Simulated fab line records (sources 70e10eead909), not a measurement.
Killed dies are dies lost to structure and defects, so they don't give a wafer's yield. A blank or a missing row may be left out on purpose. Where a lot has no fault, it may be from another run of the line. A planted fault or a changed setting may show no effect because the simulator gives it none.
Matching of chambers    flow nand_harc    NHARC_P_GATE_DESCUM_93 on rie_diel-06 has 4 sister chambers
The step chemistry O2, time 3 s. 4 wafers are shown with their chamber, then 9 later ones without.

## WAFERS PAIRED WITH THEIR CHAMBERS
wafer   chamber  showerhead_plenum_p_Torr (Torr)
L084.6  2        2.03
L086.1  1        1.84
L086.3  3        1.99
L086.4  0        2.05

## WAFERS WITHOUT THEIR CHAMBER
wafer   showerhead_plenum_p_Torr (Torr)
L088.2  1.84
L088.4  1.99
L088.5  1.99
L089.2  1.99
L089.4  2.04
L089.6  2.04
L092.3  1.99
L092.4  1.99
L092.5  2.04

## CHAMBER TAKEN BY EACH
wafer   from the rows above      in truth
L088.2  1                        1
L088.4  3                        3
L088.5  3                        3
L089.2  3                        3
L089.4  can't be placed: 0 or 2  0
L089.6  can't be placed: 0 or 2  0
L092.3  3                        3
L092.4  3                        3
L092.5  can't be placed: 0 or 2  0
Placed correctly: 6 of 9. From these rows, 3 cannot be placed; in 3 the true chamber is one of the candidates. Placed wrongly: 0.
How it was worked out, from the rows above alone: a wafer's distance from a chamber is the root of the sum, over the readings, of the square of ((its reading less the chamber's mean) divided by the reading's scatter). If the next closest chamber is less than 2 further off than the closest, the wafer can't be placed; otherwise it belongs to the closest. Each chamber's mean is taken over the wafers shown for it. The scatter: with one shown wafer a chamber, the root of the mean of the squares of how far each hidden wafer lies from its nearest shown one.
